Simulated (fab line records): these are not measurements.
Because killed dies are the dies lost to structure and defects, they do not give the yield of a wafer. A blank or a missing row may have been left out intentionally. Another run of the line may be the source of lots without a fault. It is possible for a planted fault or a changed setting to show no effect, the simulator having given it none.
The tool behind it: which one? :: flow nand_harc :: 13 lots with 39 wafers sampled at 4 steps, on a route of 1302 steps

== WHAT EACH GAUGE READ, for each wafer ==
NHARC_P_ZERO_WELL_CD_MEAS_52: the cd target is 2000 nm. Usual: cd_nm 1999.9 nm, standard deviation 2.1.
lot: L385
measured: day 2 02:59
on: cd_sem-02
cd_nm (nm): 2001.8 1996.1 2001.2
flag: 

lot: L386
measured: day 2 11:45
on: cd_sem-02
cd_nm (nm): 2004.4 2001.5 2000.8
flag: 

lot: L388
measured: day 3 07:37
on: cd_sem-01
cd_nm (nm): 1999.2 1996.8 1997.3
flag: 

lot: L389
measured: day 3 18:17
on: cd_sem-02
cd_nm (nm): 1996.7 1997.0 2000.8
flag: 

lot: L390
measured: day 4 03:49
on: cd_sem-02
cd_nm (nm): 2000.6 1996.7 1997.7
flag: 

lot: L391
measured: day 4 13:53
on: cd_sem-03
cd_nm (nm): 2000.9 2000.7 1998.9
flag: 

lot: L392
measured: day 4 23:37
on: cd_sem-03
cd_nm (nm): 2000.1 1997.8 2001.3
flag: 

lot: L393
measured: day 5 09:57
on: cd_sem-02
cd_nm (nm): 2002.7 1997.7 2001.1
flag: 

lot: L394
measured: day 5 19:29
on: cd_sem-02
cd_nm (nm): 1998.3 1998.8 1999.5
flag: 

lot: L395
measured: day 6 07:35
on: cd_sem-01
cd_nm (nm): 1998.0 1996.8 1999.5
flag: 

lot: L397
measured: day 7 01:53
on: cd_sem-01
cd_nm (nm): 1996.7 1997.6 1999.0
flag: 

lot: L399
measured: day 7 21:40
on: cd_sem-01
cd_nm (nm): - - -
flag: OFF

lot: L408
measured: day 11 15:59
on: cd_sem-02
cd_nm (nm): 1999.8 1998.9 1998.8
flag: 

NHARC_P_GATE_CD_MEAS_33. Usual: cd_nm 120 nm, standard deviation 3.9.
lot: L385
measured: day 4 23:47
on: cd_sem-02
cd_nm (nm): 115 120 118
flag: 

lot: L386
measured: day 5 07:14
on: cd_sem-01
cd_nm (nm): 118 120 120
flag: 

lot: L388
measured: day 6 05:44
on: cd_sem-01
cd_nm (nm): 123 117 115
flag: 

lot: L389
measured: day 7 04:38
on: cd_sem-01
cd_nm (nm): 116 117 114
flag: 

lot: L390
measured: day 7 04:13
on: cd_sem-01
cd_nm (nm): 123 116 124
flag: 

lot: L391
measured: day 7 22:35
on: cd_sem-01
cd_nm (nm): 113 118 118
flag: 

lot: L392
measured: day 8 09:18
on: cd_sem-02
cd_nm (nm): 117 126 122
flag: 

lot: L393
measured: day 8 09:56
on: cd_sem-01
cd_nm (nm): 112 121 116
flag: 

lot: L394
measured: day 9 04:47
on: cd_sem-02
cd_nm (nm): 118 120 121
flag: 

lot: L395
measured: day 9 12:38
on: cd_sem-01
cd_nm (nm): 117 117 120
flag: 

lot: L397
measured: day 9 18:35
on: cd_sem-02
cd_nm (nm): 121 115 117
flag: 

lot: L408
measured: day 14 19:50
on: cd_sem-01
cd_nm (nm): 117 115 119
flag: 

== WHAT TOOL EACH LOT RAN ON (gives the tool, then ch and the chambers of the sampled wafers, and finally the start) ==
lot: L385
NHARC_P_ZERO_WELL_DESCUM_13: rie_diel-02 ch 0,1,3, day 1 21:24
NHARC_P_ZERO_WELL_EXPOSE_49: krf_scanner-01 ch 0, day 2 02:50

lot: L386
NHARC_P_ZERO_WELL_DESCUM_13: rie_diel-13 ch 0,1,3, day 2 07:25
NHARC_P_ZERO_WELL_EXPOSE_49: krf_scanner-02 ch 0, day 2 11:35

lot: L388
NHARC_P_ZERO_WELL_DESCUM_13: rie_diel-13 ch 0,2,3, day 3 03:17
NHARC_P_ZERO_WELL_EXPOSE_49: krf_scanner-04 ch 0, day 3 07:28

lot: L389
NHARC_P_ZERO_WELL_DESCUM_13: rie_diel-02 ch 2,3, day 3 13:24
NHARC_P_ZERO_WELL_EXPOSE_49: krf_scanner-02 ch 0, day 3 18:07

lot: L390
NHARC_P_ZERO_WELL_DESCUM_13: rie_diel-13 ch 0,2,3, day 3 23:17
NHARC_P_ZERO_WELL_EXPOSE_49: krf_scanner-04 ch 0, day 4 03:39

lot: L391
NHARC_P_ZERO_WELL_DESCUM_13: rie_diel-04 ch 0,2, day 4 09:25
NHARC_P_ZERO_WELL_EXPOSE_49: krf_scanner-01 ch 0, day 4 13:43

lot: L392
NHARC_P_ZERO_WELL_DESCUM_13: rie_diel-04 ch 0,1,3, day 4 19:25
NHARC_P_ZERO_WELL_EXPOSE_49: krf_scanner-01 ch 0, day 4 23:27

lot: L393
NHARC_P_ZERO_WELL_DESCUM_13: rie_diel-02 ch 1,2,3, day 5 05:31
NHARC_P_ZERO_WELL_EXPOSE_49: krf_scanner-04 ch 0, day 5 09:47

lot: L394
NHARC_P_ZERO_WELL_DESCUM_13: rie_diel-04 ch 0,1,2, day 5 15:16
NHARC_P_ZERO_WELL_EXPOSE_49: krf_scanner-04 ch 0, day 5 19:20

lot: L395
NHARC_P_ZERO_WELL_DESCUM_13: rie_diel-02 ch 0,2,3, day 6 02:24
NHARC_P_ZERO_WELL_EXPOSE_49: krf_scanner-04 ch 0, day 6 07:26

lot: L397
NHARC_P_ZERO_WELL_DESCUM_13: rie_diel-13 ch 0,3, day 6 21:24
NHARC_P_ZERO_WELL_EXPOSE_49: krf_scanner-04 ch 0, day 7 01:45

lot: L399
NHARC_P_ZERO_WELL_DESCUM_13: rie_diel-13 ch 0,2,3, day 7 17:19
NHARC_P_ZERO_WELL_EXPOSE_49: krf_scanner-04 ch 0, day 7 21:30

lot: L408
NHARC_P_ZERO_WELL_DESCUM_13: rie_diel-04 ch 0,2,3, day 11 11:31
NHARC_P_ZERO_WELL_EXPOSE_49: krf_scanner-01 ch 0, day 11 15:50
- NHARC_P_ZERO_WELL_DESCUM_13: chemistry O2, time 3 s.
- NHARC_P_ZERO_WELL_EXPOSE_49: exposes mask P HVPW, target cd 2000 nm.

== AS READ BY THE TOOLS THEMSELVES (means over the sampled wafers that have a number; for cases with no such wafer, the mark the record gives instead) ==
NHARC_P_ZERO_WELL_DESCUM_13. Usual: drypump_motor_current_A 5.6 A, standard deviation 0.44; oes_product_au 1.002 a.u., standard deviation 0.015; rf_vpp_V 57.7 V, standard deviation 0.95; showerhead_plenum_p_Torr 1.91 Torr, standard deviation 0.091; throttle_valve_pct 11.310 %, standard deviation 0.0092.
lot: L385
tool: rie_diel-02
drypump_motor_current_A (A): 5.7
oes_product_au (a.u.): 1.004
rf_vpp_V (V): 57.6
showerhead_plenum_p_Torr (Torr): 1.92
throttle_valve_pct (%): 11.312
flag: 

lot: L386
tool: rie_diel-13
drypump_motor_current_A (A): 5.6
oes_product_au (a.u.): 1.005
rf_vpp_V (V): 58.1
showerhead_plenum_p_Torr (Torr): 1.93
throttle_valve_pct (%): 11.307
flag: 

lot: L388
tool: rie_diel-13
drypump_motor_current_A (A): 5.6
oes_product_au (a.u.): 1.010
rf_vpp_V (V): 58.0
showerhead_plenum_p_Torr (Torr): 1.98
throttle_valve_pct (%): 11.315
flag: 

lot: L389
tool: rie_diel-02
drypump_motor_current_A (A): 5.2
oes_product_au (a.u.): 0.992
rf_vpp_V (V): 58.2
showerhead_plenum_p_Torr (Torr): 1.93
throttle_valve_pct (%): 11.310
flag: 

lot: L390
tool: rie_diel-13
drypump_motor_current_A (A): 5.6
oes_product_au (a.u.): 1.025
rf_vpp_V (V): 57.6
showerhead_plenum_p_Torr (Torr): 1.97
throttle_valve_pct (%): 11.308
flag: 

lot: L391
tool: rie_diel-04
drypump_motor_current_A (A): 5.1
oes_product_au (a.u.): 0.996
rf_vpp_V (V): 58.3
showerhead_plenum_p_Torr (Torr): 2.01
throttle_valve_pct (%): 11.319
flag: 

lot: L392
tool: rie_diel-04
drypump_motor_current_A (A): 5.6
oes_product_au (a.u.): 1.015
rf_vpp_V (V): 57.0
showerhead_plenum_p_Torr (Torr): 1.86
throttle_valve_pct (%): 11.309
flag: 

lot: L393
tool: rie_diel-02
drypump_motor_current_A (A): 5.4
oes_product_au (a.u.): 1.000
rf_vpp_V (V): 57.8
showerhead_plenum_p_Torr (Torr): 1.88
throttle_valve_pct (%): 11.302
flag: 

lot: L394
tool: rie_diel-04
drypump_motor_current_A (A): 5.4
oes_product_au (a.u.): 1.012
rf_vpp_V (V): 58.2
showerhead_plenum_p_Torr (Torr): 1.93
throttle_valve_pct (%): 11.305
flag: 

lot: L395
tool: rie_diel-02
drypump_motor_current_A (A): 5.6
oes_product_au (a.u.): 0.981
rf_vpp_V (V): 57.5
showerhead_plenum_p_Torr (Torr): 1.95
throttle_valve_pct (%): 11.311
flag: 

lot: L397
tool: rie_diel-13
drypump_motor_current_A (A): 5.3
oes_product_au (a.u.): 1.024
rf_vpp_V (V): 57.9
showerhead_plenum_p_Torr (Torr): 1.98
throttle_valve_pct (%): 11.319
flag: 

lot: L399
tool: rie_diel-13
drypump_motor_current_A (A): 5.6
oes_product_au (a.u.): 1.010
rf_vpp_V (V): 57.6
showerhead_plenum_p_Torr (Torr): 1.96
throttle_valve_pct (%): 11.320
flag: 

lot: L408
tool: rie_diel-04
drypump_motor_current_A (A): 5.2
oes_product_au (a.u.): 0.996
rf_vpp_V (V): 58.3
showerhead_plenum_p_Torr (Torr): 2.01
throttle_valve_pct (%): 11.313
flag: 

== THE ANSWER, worked out from the rows above alone ==
Rule: lot off if the mean of its wafers having a number is beyond 3 standard deviations from the usual mean. A lot without any number at a reading at which 4 lots or more have one is off too. The other lots that the step has rows for count as sound. After the gauges, taken in route order, come the tools' own readings; for these a lot's mean is taken, as printed above. At the first step where some lot is off, the reading lying furthest off is the one used; lots without a number count as furthest.
Off, at NHARC_P_ZERO_WELL_CD_MEAS_52 on cd_nm: L399. Without a number there: L399.
If a tool, at a process step before that reading, ran all the lots that are off and no sound lot after the first of them, it fits. Gauges at NHARC_P_ZERO_WELL_CD_MEAS_52: tried the same way as those tools. Can't be told from this: 3 tools fit, rie_diel-13 at NHARC_P_ZERO_WELL_DESCUM_13, krf_scanner-04 at NHARC_P_ZERO_WELL_EXPOSE_49, cd_sem-01 at NHARC_P_ZERO_WELL_CD_MEAS_52.

== WHAT THE SIMULATOR PUT IN ==
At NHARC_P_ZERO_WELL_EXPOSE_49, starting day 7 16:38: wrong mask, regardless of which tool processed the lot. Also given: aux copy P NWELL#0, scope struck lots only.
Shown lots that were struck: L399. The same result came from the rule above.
